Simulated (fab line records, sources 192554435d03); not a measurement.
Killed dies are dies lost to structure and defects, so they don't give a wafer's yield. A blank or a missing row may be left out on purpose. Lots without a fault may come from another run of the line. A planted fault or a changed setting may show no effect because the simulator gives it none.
fab line records | flow n5_finfet
record lots=5 wafers=15 last_day=16
route steps=1938 shown MIM_BOT_LITHO@1859 MIM_BOT_ETCH@1866 PASS1_CAP@1873 TV_LITHO@1875
lots that met no fault: from a run of the same line without faults
start_h: hours from the record's first day to the start of the lot's first wafer shown | wait_h: hours since the lot's step before | " the same as in the row above | L1.1+2: a row that stands for several wafers | - no value, or no start given | * or withheld: withheld | < > ~ a bound
route shown NAME@n: a module of which the file shows steps, and the number in the route of the first | usual: mean/standard deviation of fault-free wafers | same: alike in all rows | chamber/n: place in a boat | sites: the reading at each site | _std_site: their standard deviation | _edge_site: outer sites' mean less inner sites' | radius_mm: how far each site lies from the wafer's centre | mask NAME#n: copy n | behind: the tool/chamber that last shaped the wafer | hold: why the lot was held/for how many hours/how that ended | device: the transistor (n, p or np) that didn't switch | end of line: the same wafers' tests at the end of the route | a step without rows: its recipe alone | killed: dies lost to structure and defects at the first sort, not the wafer's yield | map: a wafer's dies, x killed, . not, _ none there
set.NAME: the setting as run; set.NAME@STEP: as run at that earlier step | model.NAME: the simulator's own value behind a step, which no gauge read
lots at some steps of the route; a table a step, a row a wafer
services: from which hour (start_h, from the record's first day; less than 0 if before it) a tool's chamber was out of use, for how many hours, and why
## steps
# step N5_MIM_BOT_LITHO_PEB_06
# recipe peb_temp_c=withheld peb_time_s=*
# usual chill_plate_temp_C=* exhaust_pa=45.1/0.78
# columns lot.wafer tool chamber start_h wait_h chill_plate_temp_C exhaust_pa
L082.1 litho_track-04 0 309.69 0.1 * 44.9
L082.3 " 0 " " * 45.9
L082.5 " 0 " " * 46.3
L084.1 litho_track-01 0 323.11 0.1 * 44.6
L084.3 " 0 " " * 45.2
L084.6 " 0 " " * 44.9
L087.2 litho_track-02 0 341.72 0.0 * 46.0
L087.4 " 0 " " * 45.0
L087.5 " 0 " " * 45.9
L088.2 litho_track-02 0 354.08 0.0 * 45.8
L088.3 " 0 " " * 44.3
L088.5 " 0 " " * 45.7
L093.2 litho_track-02 0 361.06 0.0 * 45.2
L093.5 " 0 " " * 45.8
L093.6 " 0 " " * 44.3
# step N5_MIM_BOT_LITHO_DEVELOP_07
# recipe develop_time_s=60 rinse_liquid=diw dry=air_spin dev_temp_c=21
# usual chill_plate_temp_C=23.01/0.1 exhaust_pa=44.9/0.9
# columns lot.wafer tool chamber start_h wait_h chill_plate_temp_C exhaust_pa
L082.1 litho_track-04 0 - - 23.01 45.8
L082.3 " 0 " " 23.03 46.4
L082.5 " 0 " " 23.07 46.1
L084.1 litho_track-01 0 - - 22.84 45.0
L084.3 " 0 " " 22.93 45.0
L084.6 " 0 " " 22.74 45.4
L087.2 litho_track-02 0 - - 22.90 44.1
L087.4 " 0 " " 23.12 45.8
L087.5 " 0 " " 22.89 43.5
L088.2 litho_track-02 0 - - 22.91 46.2
L088.3 " 0 " " 22.93 45.0
L088.5 " 0 " " 23.01 44.7
L093.2 litho_track-02 0 - - 22.77 44.0
L093.5 " 0 " " 22.84 46.2
L093.6 " 0 " " 22.90 44.5
# step N5_MIM_BOT_LITHO_HARDBAKE_09
# recipe temp_c=130 time_s=120
# usual chill_plate_temp_C=23.03/0.1 exhaust_pa=45.1/0.87
# same time_s=120
# columns lot.wafer tool chamber start_h wait_h chill_plate_temp_C exhaust_pa
L082.1 litho_track-04 0 - - 22.87 44.4
L082.3 " 0 " " 22.90 44.7
L082.5 " 0 " " 22.85 44.8
L084.1 litho_track-01 0 - - 23.15 44.6
L084.3 " 0 " " 23.09 45.2
L084.6 " 0 " " 23.08 44.8
L087.2 litho_track-02 0 - - 23.07 45.5
L087.4 " 0 " " 23.15 43.4
L087.5 " 0 " " 23.23 44.9
L088.2 litho_track-02 0 - - 23.04 45.1
L088.3 " 0 " " 23.20 45.5
L088.5 " 0 " " 23.05 45.2
L093.2 litho_track-02 0 - - 23.05 44.2
L093.5 " 0 " " 23.02 45.7
L093.6 " 0 " " 23.18 46.5
# step N5_MIM_BOT_LITHO_CD_MEAS_08
# recipe target_cd_nm=3000 landing_energy_ev=500 detector=se_inlens polarity=opening
# usual cd_nm=2999.9/1.5
# columns lot.wafer tool chamber start_h wait_h cd_nm
L082.1 cd_sem-03 0 309.81 - 3001.4
L082.3 " 0 " " 3002.0
L082.5 " 0 " " 3000.0
L084.1 cd_sem-01 0 323.23 - 3001.2
L084.3 " 0 " " 2998.1
L084.6 " 0 " " 2998.1
L087.2 cd_sem-01 0 341.84 - 2998.4
L087.4 " 0 " " 2999.4
L087.5 " 0 " " 2999.4
L088.2 cd_sem-03 0 354.20 - 3000.5
L088.3 " 0 " " 2999.9
L088.5 " 0 " " 2999.9
L093.2 cd_sem-03 0 361.18 - 2999.0
L093.5 " 0 " " 2997.3
L093.6 " 0 " " 2996.4
# step N5_MIM_BOT_LITHO_OVL_MEAS_11
# recipe points_per_wafer=44
# usual MIM_BOT_OVL=-2/4.4
# same points_per_wafer=44
# columns lot.wafer tool chamber start_h wait_h MIM_BOT_OVL[nm]
L082.1 overlay-02 0 309.84 0.0 2
L082.3 " 0 " " -2
L082.5 " 0 " " 7
L084.1 overlay-01 0 323.26 0.0 -8
L084.3 " 0 " " -5
L084.6 " 0 " " 1
L087.2 overlay-02 0 341.87 0.0 2
L087.4 " 0 " " 7
L087.5 " 0 " " 7
L088.2 overlay-02 0 354.23 0.0 -4
L088.3 " 0 " " -2
L088.5 " 0 " " 2
L093.2 overlay-02 0 361.21 0.0 -1
L093.5 " 0 " " 2
L093.6 " 0 " " 3
# step N5_MIM_BOT_LITHO_INSPECT_12
# recipe mode=adi inspect_instrument=macro
# usual raw_defect_count=2.1/1.4
# columns lot.wafer tool chamber start_h wait_h raw_defect_count
L082.1 defect_inspect-02 - 309.86 0.0 2
L082.3 " - " " 3
L082.5 " - " " 4
L084.1 defect_inspect-01 - 323.29 0.0 6
L084.3 " - " " 5
L084.6 " - " " 2
L087.2 defect_inspect-01 - 341.89 0.0 1
L087.4 " - " " 2
L087.5 " - " " 1
L088.2 defect_inspect-01 - 354.25 0.0 0
L088.3 " - " " 3
L088.5 " - " " 2
L093.2 defect_inspect-02 - 361.24 0.0 2
L093.5 " - " " 1
L093.6 " - " " 2
# step N5_MIM_BOT_LITHO_DESCUM_10
# recipe chemistry=O2 time_s=7.9 source_power_w=50 bias_power_w=20 pressure_mtorr=20 rf_frequency_hz=2.712e+07 temp_c=40 o2_flow_sccm=225
# usual drypump_motor_current_A=5.6/0.41 oes_product_au=0.82/0.077 rf_vpp_V=242.8/1.3 showerhead_plenum_p_Torr=2.07/0.072 throttle_valve_pct=20.39/0.17
# same time_s=7.9
# columns lot.wafer tool chamber start_h wait_h drypump_motor_current_A oes_product_au rf_hours_counter_h rf_vpp_V showerhead_plenum_p_Torr throttle_valve_pct
L082.1 rie_diel-05 3 309.90 0.0 5.0 0.82 73 244.2 2.21 20.30
L082.3 " 1 " " 6.1 0.83 65 243.8 2.12 20.19
L082.5 " 3 " " 5.0 0.82 - 244.1 2.21 20.31
L084.1 rie_diel-05 2 323.36 0.1 5.7 0.81 120 241.7 2.00 20.64
L084.3 " 3 " " 5.0 0.82 78 245.7 2.20 20.33
L084.6 " 1 " " 6.1 0.84 - 243.4 2.12 20.21
L087.2 rie_diel-01 2 341.93 0.0 5.3 0.73 179 240.4 2.00 20.39
L087.4 " 0 " " 6.2 0.89 - 243.2 2.05 20.53
L087.5 " 1 " " 5.6 0.92 - 242.1 2.05 20.24
L088.2 rie_diel-01 1 354.28 0.0 5.7 0.93 20 242.8 2.05 20.25
L088.3 " 0 " " 6.2 0.88 36 242.9 2.05 20.53
L088.5 " 3 " " 5.3 0.74 - 242.9 2.00 20.14
L093.2 rie_diel-05 2 361.59 0.3 5.7 0.79 132 241.3 2.00 20.66
L093.5 " 1 " " 6.1 0.81 - 242.1 2.12 20.25
L093.6 " 2 " " 5.7 0.79 - 241.9 2.00 20.64
# step N5_MIM_BOT_ETCH_ETCH_04
# recipe chemistry=CF4/O2 target=SiNx target_depth_a=260 time_s=13 ion_energy_ev=100 pressure_mtorr=40 source_w=535 bias_w=49 Ar_flow_sccm=100 cf4_flow_sccm=100 O2_flow_sccm=10
# usual O2_flow_sccm=10.00/0.033 drypump_motor_current_A=5.6/0.41 oes_product_au=0.82/0.076 rf_vpp_V=239.4/2 showerhead_plenum_p_Torr=2.18/0.071 throttle_valve_pct=15.94/0.17
# same time_s=13
# columns lot.wafer tool chamber start_h wait_h O2_flow_sccm drypump_motor_current_A oes_product_au rf_hours_counter_h rf_vpp_V showerhead_plenum_p_Torr throttle_valve_pct
L082.1 rie_diel-05 3 309.96 0.0 10.03 4.9 0.82 73 244.6 2.32 15.90
L082.3 " 1 " " 10.04 6.1 0.85 65 240.2 2.23 15.75
L082.5 " 3 " " 10.05 4.9 0.82 - 243.4 2.32 15.90
L084.1 rie_diel-05 2 323.42 0.0 10.06 5.6 0.81 120 238.6 2.13 16.27
L084.3 " 3 " " 10.01 5.0 0.82 78 243.8 2.32 15.91
L084.6 " 1 " " 10.01 6.1 0.84 - 241.4 2.23 15.75
L087.2 rie_diel-01 2 341.99 0.0 9.98 5.3 0.73 179 237.1 2.11 15.94
L087.4 " 0 " " 9.93 6.2 0.89 - 238.8 2.17 16.04
L087.5 " 1 " " 10.01 5.6 0.93 - 241.0 2.17 15.77
L088.2 rie_diel-01 1 354.35 0.0 10.04 5.6 0.93 20 239.7 2.17 15.80
L088.3 " 0 " " 9.96 6.2 0.88 36 238.3 2.16 16.05
L088.5 " 3 " " 10.00 5.4 0.74 - 239.8 2.11 15.74
L093.2 rie_diel-05 2 361.65 0.0 10.03 5.7 0.80 132 237.3 2.12 16.29
L093.5 " 1 " " 10.04 6.1 0.82 - 238.2 2.23 15.77
L093.6 " 2 " " 10.02 5.7 0.81 - 237.9 2.12 16.29
# step N5_MIM_BOT_ETCH_ETCH_03
# recipe chemistry=Cl2/BCl3 target_depth_a=120 pressure_mtorr=8 icp_w=800 bias_w=100 Cl2_flow_sccm=20 bcl3_flow_sccm=80
# usual drypump_motor_current_A=5.92/0.3 oes_product_au=0.80/0.094 throttle_valve_pct=27.38/0.16
# columns lot.wafer tool chamber start_h wait_h drypump_motor_current_A oes_product_au rf_hours_counter_h throttle_valve_pct
L082.1 rie_metal-02 0 310.05 0.1 6.14 0.78 44 27.55
L082.3 " 1 " " 6.18 0.87 - 27.31
L082.5 " 0 " " 6.15 0.78 - 27.57
L084.1 rie_metal-03 0 323.51 0.1 6.12 0.63 114 27.34
L084.3 " 1 " " 5.80 0.74 - 27.35
L084.6 " 1 " " 5.80 0.74 - 27.34
L087.2 rie_metal-02 0 342.09 0.1 6.17 0.78 48 27.56
L087.4 " 1 " " 6.19 0.86 - 27.30
L087.5 " 0 " " 6.15 0.78 - 27.58
L088.2 rie_metal-01 0 354.44 0.1 5.57 0.82 30 27.46
L088.3 " 0 " " 5.56 0.82 - 27.46
L088.5 " 0 " " 5.60 0.81 - 27.46
L093.2 rie_metal-02 0 361.74 0.1 6.17 0.76 50 27.57
L093.5 " 0 " " 6.16 0.76 - 27.57
L093.6 " 1 " " 6.22 0.84 - 27.32
# step N5_MIM_BOT_ETCH_ETCH_00
# recipe chemistry=Cl2/BCl3 target=TiN target_depth_a=455 ion_energy_ev=150 pressure_mtorr=10 icp_w=1000 bias_w=126 Cl2_flow_sccm=53.25 bcl3_flow_sccm=21.75 Ar_flow_sccm=25
# usual drypump_motor_current_A=5.92/0.3 oes_product_au=0.80/0.092 throttle_valve_pct=21.76/0.16
# columns lot.wafer tool chamber start_h wait_h drypump_motor_current_A oes_product_au rf_hours_counter_h throttle_valve_pct
L082.1 rie_metal-02 0 310.14 0.1 6.14 0.78 44 21.88
L082.3 " 1 " " 6.21 0.87 - 21.60
L082.5 " 0 " " 6.17 0.79 - 21.87
L084.1 rie_metal-03 0 323.60 0.1 6.10 0.63 115 21.76
L084.3 " 1 " " 5.80 0.74 - 21.82
L084.6 " 1 " " 5.79 0.74 - 21.82
L087.2 rie_metal-02 0 342.18 0.1 6.17 0.78 48 21.87
L087.4 " 1 " " 6.21 0.86 - 21.61
L087.5 " 0 " " 6.16 0.77 - 21.88
L088.2 rie_metal-01 0 354.53 0.1 5.62 0.82 30 21.89
L088.3 " 0 " " 5.55 0.81 - 21.88
L088.5 " 0 " " 5.60 0.80 - 21.88
L093.2 rie_metal-02 0 361.83 0.1 6.17 0.78 50 21.86
L093.5 " 0 " " 6.14 0.77 - 21.86
L093.6 " 1 " " 6.16 0.84 - 21.61
# step N5_MIM_BOT_ETCH_STRIP_01
# recipe chemistry=O2 power_w=600 temp_c=60 pressure_mtorr=30 rf_frequency_hz=6e+07 bias_power_w=0 overash_fraction=0.5 o2_flow_sccm=225
# usual drypump_motor_current_A=5.6/0.44 oes_product_au=0.82/0.064 rf_vpp_V=3.6/1.5 showerhead_plenum_p_Torr=2.09/0.08 throttle_valve_pct=16.64/0.18
# columns lot.wafer tool chamber start_h wait_h drypump_motor_current_A oes_product_au rf_hours_counter_h rf_vpp_V showerhead_plenum_p_Torr throttle_valve_pct
L082.1 rie_diel-05 3 310.29 0.1 4.9 0.83 73 3.4 2.21 16.56
L082.3 " 2 " " 5.7 0.81 115 4.3 2.01 16.90
L082.5 " 2 " " 5.7 0.82 - 8.2 2.01 16.87
L084.1 rie_diel-06 1 323.74 0.1 6.2 0.81 98 5.2 2.21 16.85
L084.3 " 3 " " 5.7 0.88 36 4.4 2.14 16.78
L084.6 " 2 " " 5.8 0.96 - 4.4 2.07 16.50
L087.2 rie_diel-05 0 342.35 0.1 5.5 0.79 96 2.7 2.02 16.52
L087.4 " 3 " " 5.0 0.79 84 3.0 2.21 16.57
L087.5 " 1 " " 6.1 0.83 - 3.5 2.12 16.49
L088.2 rie_diel-01 1 354.79 0.2 5.7 0.93 20 2.4 2.05 16.46
L088.3 " 2 " " 5.2 0.70 186 2.7 2.01 16.65
L088.5 " 2 " " 5.2 0.72 - 5.3 2.01 16.68
L093.2 rie_diel-05 1 361.97 0.1 6.1 0.81 83 2.6 2.12 16.45
L093.5 " 2 " " 5.6 0.80 - 4.4 2.00 16.93
L093.6 " 3 " " 4.9 0.80 - 6.4 2.20 16.61
# step N5_MIM_BOT_ETCH_STRIP_02
# recipe chemistry=post_etch_residue_remover time_s=1200 temp_c=72.5
# same time_s=1200
# columns lot.wafer tool chamber start_h wait_h
L082.1+3+5 wet_bench-05 5,1,4 310.36 -
L084.1+3+6 wet_bench-04 1,0,7 323.81 -
L087.2+4+5 wet_bench-05 6,1,5 342.42 -
L088.2+3+5 wet_bench-05 6,7,2 354.86 -
L093.2+5+6 wet_bench-01 1,3,4 362.05 -
# step N5_MIM_BOT_ETCH_CLEAN_05
# recipe chemistry=IPA time_s=180 temp_c=25
# same time_s=180
# columns lot.wafer tool chamber start_h wait_h
L082.1+3+5 wet_bench-05 5,1,4 310.72 0.0
L084.1+3+6 wet_bench-04 1,0,7 324.18 0.0
L087.2+4+5 wet_bench-05 6,1,5 342.75 0.0
L088.2+3+5 wet_bench-05 6,7,2 355.19 0.0
L093.2+5+6 wet_bench-01 1,3,4 362.42 0.0
# step N5_MIM_BOT_ETCH_SRD_06
# recipe dry=ipa_marangoni time_s=30 temp_c=23 rinse_liquid=diw
# same time_s=30
# columns lot.wafer tool chamber start_h wait_h
L082.1+3+5 wet_bench-05 5,1,4 310.78 0.0
L084.1+3+6 wet_bench-04 1,0,7 324.23 0.0
L087.2+4+5 wet_bench-05 6,1,5 342.80 0.0
L088.2+3+5 wet_bench-05 6,7,2 355.25 0.0
L093.2+5+6 wet_bench-01 1,3,4 362.47 0.0
# step N5_PASSIVATION_PECVD_55
# recipe material=SiO2 target_thk_a=4000 temp_c=400 precursor=SiH4/N2O pressure_torr=2.7 rf_w=608 time_s=22.5
# usual heater_power_w=663/120 showerhead_plenum_p_Torr=8.12/0.11 throttle_valve_pct=49.5/2.8
# same time_s=22.5
# columns lot.wafer tool chamber start_h wait_h heater_power_w showerhead_plenum_p_Torr throttle_valve_pct
L082.1 pecvd-02 0 310.83 0.0 743 8.06 48.5
L082.3 " 1 " " 627 7.99 47.3
L082.5 " 0 " " 765 8.08 48.9
L084.1 pecvd-03 2 324.28 0.0 877 8.03 51.5
L084.3 " 0 " " 620 8.12 55.2
L084.6 " 1 " " 673 8.28 50.3
L087.2 pecvd-02 1 342.85 0.0 586 8.00 47.5
L087.4 " 1 " " 591 8.00 47.4
L087.5 " 2 " " 707 8.19 47.4
L088.2 pecvd-03 0 355.29 0.0 639 8.15 55.3
L088.3 " 1 " " 594 8.25 50.5
L088.5 " 2 " " 785 8.01 51.8
L093.2 pecvd-04 1 362.52 0.0 431 7.96 51.9
L093.5 " 2 " " 736 8.34 44.8
L093.6 " 0 " " 501 8.08 49.6
# step N5_PASSIVATION_PECVD_01
# recipe material=SiNx target_thk_a=2000 temp_c=400 precursor=SiH4/NH3/N2 pressure_torr=4.9 rf_w=1406 time_s=43.2
# usual heater_power_w=397/130 showerhead_plenum_p_Torr=8.64/0.079 throttle_valve_pct=28.0/1.5
# same time_s=43.2
# columns lot.wafer tool chamber start_h wait_h heater_power_w showerhead_plenum_p_Torr throttle_valve_pct
L082.1 pecvd-02 0 310.86 0.0 406 8.63 27.7
L082.3 " 1 " " 305 8.53 26.8
L082.5 " 0 " " 423 8.61 27.7
L084.1 pecvd-03 2 324.32 0.0 607 8.60 29.2
L084.3 " 0 " " 480 8.65 31.0
L084.6 " 1 " " 406 8.76 28.8
L087.2 pecvd-02 1 342.88 0.0 326 8.58 27.2
L087.4 " 1 " " 332 8.58 26.9
L087.5 " 2 " " 525 8.70 27.1
L088.2 pecvd-03 0 355.33 0.0 471 8.65 31.1
L088.3 " 1 " " 408 8.75 28.6
L088.5 " 2 " " 587 8.59 29.2
L093.2 pecvd-04 1 362.56 0.0 126 8.55 29.4
L093.5 " 2 " " 456 8.79 25.5
L093.6 " 0 " " 275 8.65 28.3
# step N5_PASSIVATION_HMDS_03
# recipe time_s=60 temp_c=120
# usual chill_plate_temp_C=23.02/0.1 exhaust_pa=45.1/0.93
# same time_s=60
# columns lot.wafer tool chamber start_h wait_h chill_plate_temp_C exhaust_pa
L082.1 litho_track-02 0 310.94 0.1 22.94 43.6
L082.3 " 0 " " 22.91 45.1
L082.5 " 0 " " 23.12 45.6
L084.1 litho_track-03 0 325.98 1.6 22.94 45.5
L084.3 " 0 " " 22.98 45.3
L084.6 " 0 " " 23.15 45.6
L087.2 litho_track-05 0 343.39 0.5 23.11 43.0
L087.4 " 0 " " 23.03 45.3
L087.5 " 0 " " 22.91 44.6
L088.2 litho_track-05 0 357.70 2.3 22.97 44.3
L088.3 " 0 " " 22.81 45.2
L088.5 " 0 " " 22.92 45.2
L093.2 litho_track-03 0 364.44 1.9 23.11 45.8
L093.5 " 0 " " 22.97 47.2
L093.6 " 0 " " 23.01 46.1
# step N5_PASSIVATION_COAT_04
# recipe spin_rpm=* resist_thk_nm=*
# usual chill_plate_temp_C=22.99/0.1 exhaust_pa=44.9/0.84 spin_speed_rpm=*
# columns lot.wafer tool chamber start_h wait_h chill_plate_temp_C exhaust_pa spin_speed_rpm
L082.1 litho_track-02 0 - - 22.97 46.1 *
L082.3 " 0 " " 22.94 46.0 *
L082.5 " 0 " " 22.99 45.4 *
L084.1 litho_track-03 0 - - 23.08 46.1 *
L084.3 " 0 " " 23.05 46.1 *
L084.6 " 0 " " 23.11 44.1 *
L087.2 litho_track-05 0 - - 22.81 46.8 *
L087.4 " 0 " " 22.98 44.4 *
L087.5 " 0 " " 22.96 44.6 *
L088.2 litho_track-05 0 - - 22.95 44.3 *
L088.3 " 0 " " 23.06 45.6 *
L088.5 " 0 " " 22.94 45.1 *
L093.2 litho_track-03 0 - - 23.13 45.8 *
L093.5 " 0 " " 23.06 45.8 *
L093.6 " 0 " " 23.20 44.7 *
# step N5_PASSIVATION_EBR_06
# recipe solvent=PGMEA ebr_width_mm=1.5
# usual chill_plate_temp_C=22.99/0.093 exhaust_pa=45.1/0.96
# same ebr_width_mm=1.5
# columns lot.wafer tool chamber start_h wait_h chill_plate_temp_C exhaust_pa
L082.1 litho_track-02 0 - - 22.99 44.7
L082.3 " 0 " " 22.95 45.2
L082.5 " 0 " " 22.92 44.2
L084.1 litho_track-03 0 - - 22.79 44.0
L084.3 " 0 " " 23.09 44.5
L084.6 " 0 " " 23.08 44.7
L087.2 litho_track-05 0 - - 23.14 44.4
L087.4 " 0 " " 22.97 45.6
L087.5 " 0 " " 22.93 44.4
L088.2 litho_track-05 0 - - 22.88 45.1
L088.3 " 0 " " 22.93 45.1
L088.5 " 0 " " 22.89 45.2
L093.2 litho_track-03 0 - - 22.91 44.0
L093.5 " 0 " " 22.88 43.0
L093.6 " 0 " " 22.96 44.7
# step N5_PASSIVATION_SOFTBAKE_05
# recipe temp_c=100 time_s=90
# usual chill_plate_temp_C=23.02/0.1 exhaust_pa=45.0/0.78
# same time_s=90
# columns lot.wafer tool chamber start_h wait_h chill_plate_temp_C exhaust_pa
L082.1 litho_track-02 0 - - 22.90 45.7
L082.3 " 0 " " 22.95 45.2
L082.5 " 0 " " 23.05 44.8
L084.1 litho_track-03 0 - - 23.03 44.3
L084.3 " 0 " " 22.98 44.6
L084.6 " 0 " " 23.03 43.8
L087.2 litho_track-05 0 - - 23.01 45.5
L087.4 " 0 " " 23.28 44.4
L087.5 " 0 " " 23.13 45.2
L088.2 litho_track-05 0 - - 23.05 46.7
L088.3 " 0 " " 23.02 45.1
L088.5 " 0 " " 22.97 45.5
L093.2 litho_track-03 0 - - 23.14 45.1
L093.5 " 0 " " 22.86 43.5
L093.6 " 0 " " 23.04 45.0
# step N5_PASSIVATION_EXPOSE_07
# recipe mask_id=TV na=0.55 source_shape=conventional sigma_outer=0.8 polarization=unpolarized defocus_nm=0 target_cd_nm=3000 dose_mj=22.75
# same na=0.55
# columns lot.wafer tool chamber start_h wait_h mask
L082.1+3+5 krf_scanner-02 0 311.17 - TV#0
L084.1+3+6 krf_scanner-01 0 326.22 - TV#0
L087.2+4+5 krf_scanner-01 0 343.63 - TV#0
L088.2+3+5 krf_scanner-02 0 357.94 - TV#0
L093.2+5+6 krf_scanner-02 0 364.55 - TV#0
# step N5_PASSIVATION_PEB_08
# recipe peb_temp_c=withheld peb_time_s=*
# usual chill_plate_temp_C=* exhaust_pa=45.0/0.94
# columns lot.wafer tool chamber start_h wait_h chill_plate_temp_C exhaust_pa
L082.1 litho_track-02 0 311.23 0.1 * 45.3
L082.3 " 0 " " * 43.4
L082.5 " 0 " " * 44.5
L084.1 litho_track-03 0 326.27 0.1 * 44.8
L084.3 " 0 " " * 44.3
L084.6 " 0 " " * 45.9
L087.2 litho_track-03 0 343.68 0.0 * 44.2
L087.4 " 0 " " * 45.7
L087.5 " 0 " " * 45.6
L088.2 litho_track-02 0 357.99 0.0 * 44.8
L088.3 " 0 " " * 43.7
L088.5 " 0 " " * 44.0
L093.2 litho_track-02 0 364.60 0.0 * 46.0
L093.5 " 0 " " * 46.1
L093.6 " 0 " " * 46.4
# step N5_PASSIVATION_DEVELOP_09
# recipe develop_time_s=60 rinse_liquid=diw dry=air_spin dev_temp_c=21
# usual chill_plate_temp_C=22.95/0.11 exhaust_pa=45.3/0.8
# columns lot.wafer tool chamber start_h wait_h chill_plate_temp_C exhaust_pa
L082.1 litho_track-02 0 - - 22.96 46.6
L082.3 " 0 " " 23.01 44.6
L082.5 " 0 " " 22.91 45.5
L084.1 litho_track-03 0 - - 22.97 45.6
L084.3 " 0 " " 22.90 45.4
L084.6 " 0 " " 22.80 46.3
L087.2 litho_track-03 0 - - 22.99 45.2
L087.4 " 0 " " 22.81 44.8
L087.5 " 0 " " 22.93 44.9
L088.2 litho_track-02 0 - - 23.01 46.0
L088.3 " 0 " " 22.90 47.6
L088.5 " 0 " " 22.94 45.1
L093.2 litho_track-02 0 - - 22.92 46.2
L093.5 " 0 " " 23.06 44.7
L093.6 " 0 " " 22.72 44.8
# step N5_PASSIVATION_HARDBAKE_11
# recipe temp_c=130 time_s=120
# usual chill_plate_temp_C=23.01/0.12 exhaust_pa=45.0/0.87
# same time_s=120
# columns lot.wafer tool chamber start_h wait_h chill_plate_temp_C exhaust_pa
L082.1 litho_track-02 0 - - 23.21 45.3
L082.3 " 0 " " 23.12 45.7
L082.5 " 0 " " 23.12 44.2
L084.1 litho_track-03 0 - - 23.21 45.1
L084.3 " 0 " " 23.03 45.6
L084.6 " 0 " " 23.12 43.6
L087.2 litho_track-03 0 - - 23.01 44.0
L087.4 " 0 " " 22.81 45.8
L087.5 " 0 " " 22.97 45.5
L088.2 litho_track-02 0 - - 22.94 44.5
L088.3 " 0 " " 22.98 45.1
L088.5 " 0 " " 23.01 45.0
L093.2 litho_track-02 0 - - 22.89 45.8
L093.5 " 0 " " 22.91 45.4
L093.6 " 0 " " 22.83 45.9
# step N5_PASSIVATION_CD_MEAS_10
# recipe target_cd_nm=3000 landing_energy_ev=500 detector=se_inlens
# usual cd_nm=2999.4/1.7
# columns lot.wafer tool chamber start_h wait_h cd_nm
L082.1 cd_sem-01 0 311.35 - 2997.3
L082.3 " 0 " " 2999.5
L082.5 " 0 " " 2997.4
L084.1 cd_sem-01 0 326.40 - 3000.6
L084.3 " 0 " " 3001.5
L084.6 " 0 " " 3000.2
L087.2 cd_sem-03 0 343.80 - 3000.1
L087.4 " 0 " " 2997.9
L087.5 " 0 " " 3002.5
L088.2 cd_sem-02 0 358.11 - 2996.8
L088.3 " 0 " " 2997.0
L088.5 " 0 " " 2999.7
L093.2 cd_sem-02 0 364.72 - 2999.6
L093.5 " 0 " " 3000.3
L093.6 " 0 " " 3000.3
# step N5_PASSIVATION_OVL_MEAS_60
# recipe points_per_wafer=44
# usual TV_OVL=-3/4.7
# same points_per_wafer=44
# columns lot.wafer tool chamber start_h wait_h TV_OVL[nm]
L082.1 overlay-01 0 311.38 0.0 -11
L082.3 " 0 " " -6
L082.5 " 0 " " -13
L084.1 overlay-01 0 326.43 0.0 -3
L084.3 " 0 " " -6
L084.6 " 0 " " -7
L087.2 overlay-01 0 343.83 0.0 -1
L087.4 " 0 " " 1
L087.5 " 0 " " 3
L088.2 overlay-02 0 358.14 0.0 -1
L088.3 " 0 " " -7
L088.5 " 0 " " 7
L093.2 overlay-02 0 364.75 0.0 6
L093.5 " 0 " " -5
L093.6 " 0 " " -1
# step N5_PASSIVATION_INSPECT_61
# recipe mode=adi inspect_instrument=macro
# usual raw_defect_count=1.9/1.3
# columns lot.wafer tool chamber start_h wait_h raw_defect_count
L082.1 defect_inspect-02 - 311.40 0.0 2
L082.3 " - " " 1
L082.5 " - " " 4
L084.1 defect_inspect-01 - 326.45 0.0 1
L084.3 " - " " 4
L084.6 " - " " 1
L087.2 defect_inspect-01 - 343.85 0.0 0
L087.4 " - " " 1
L087.5 " - " " 1
L088.2 defect_inspect-01 - 358.16 0.0 2
L088.3 " - " " 3
L088.5 " - " " 2
L093.2 defect_inspect-02 - 364.78 0.0 1
L093.5 " - " " 0
L093.6 " - " " 3
# step N5_PASSIVATION_DESCUM_12
# recipe chemistry=O2 time_s=7.9 source_power_w=50 bias_power_w=20 pressure_mtorr=20 rf_frequency_hz=2.712e+07 temp_c=40 o2_flow_sccm=225
# usual drypump_motor_current_A=5.8/0.4 oes_product_au=0.81/0.098 rf_vpp_V=242.6/1.3 showerhead_plenum_p_Torr=2.05/0.061 throttle_valve_pct=20.37/0.21
# same time_s=7.9
# columns lot.wafer tool chamber start_h wait_h drypump_motor_current_A oes_product_au rf_hours_counter_h rf_vpp_V showerhead_plenum_p_Torr throttle_valve_pct
L082.1 rie_diel-03 3 311.44 0.0 6.2 0.76 145 241.8 2.01 20.49
L082.3 " 2 " " 6.2 0.71 208 242.2 1.98 20.42
L082.5 " 1 " " 4.7 0.90 - 245.4 2.13 20.17
L084.1 rie_diel-02 3 326.51 0.1 6.3 0.87 38 242.7 2.12 19.87
L084.3 " 1 " " 5.7 0.73 177 239.8 1.91 19.99
L084.6 " 0 " " 5.7 0.71 - 243.0 2.08 20.70
L087.2 rie_diel-02 2 343.94 0.1 5.2 0.87 47 242.4 2.05 20.03
L087.4 " 0 " " 5.7 0.71 193 243.1 2.08 20.67
L087.5 " 0 " " 5.7 0.72 - 242.5 2.08 20.69
L088.2 rie_diel-04 3 358.39 0.2 5.8 0.96 13 243.0 2.05 20.29
L088.3 " 1 " " 6.1 0.70 218 244.7 2.16 20.37
L088.5 " 0 " " 5.6 0.95 - 242.3 2.05 20.44
L093.2 rie_diel-04 0 364.86 0.1 5.6 0.95 9 241.2 2.05 20.45
L093.5 " 3 " " 5.8 0.97 - 242.8 2.05 20.29
L093.6 " 0 " " 5.6 0.94 - 242.3 2.05 20.44
## services
# columns tool chamber start_h hours kind
krf_scanner-01 - 289.12 0.8 pm
rie_diel-02 - 289.47 0.3 repair
krf_scanner-01 - 298.18 0.8 pm
pecvd-04 0 298.85 17.7 repair
rie_diel-04 3 298.96 - clean
pecvd-02 0 303.38 4.9 repair
krf_scanner-02 0 304.82 - calibration
krf_scanner-02 - 316.87 1.3 pm
krf_scanner-01 - 318.01 1.0 repair
krf_scanner-02 - 319.02 1.0 pm
litho_track-05 - 321.18 - consumable_replace:filter
pecvd-04 - 321.96 2.3 repair
rie_diel-06 0 323.11 6.4 repair
pecvd-03 2 328.02 2.1 scheduled_down
rie_diel-05 - 328.94 1.0 repair
krf_scanner-01 - 329.79 2.1 repair
rie_diel-06 1 331.98 7.0 repair
litho_track-01 - 333.00 - consumable_replace:filter
rie_diel-01 3 338.74 10.4 repair
rie_diel-06 2 343.55 9.0 repair
rie_diel-01 1 346.23 5.1 repair
pecvd-03 - 347.35 0.7 repair
wet_bench-04 - 356.90 6.3 repair
krf_scanner-01 - 364.75 1.3 pm
## key
fault none
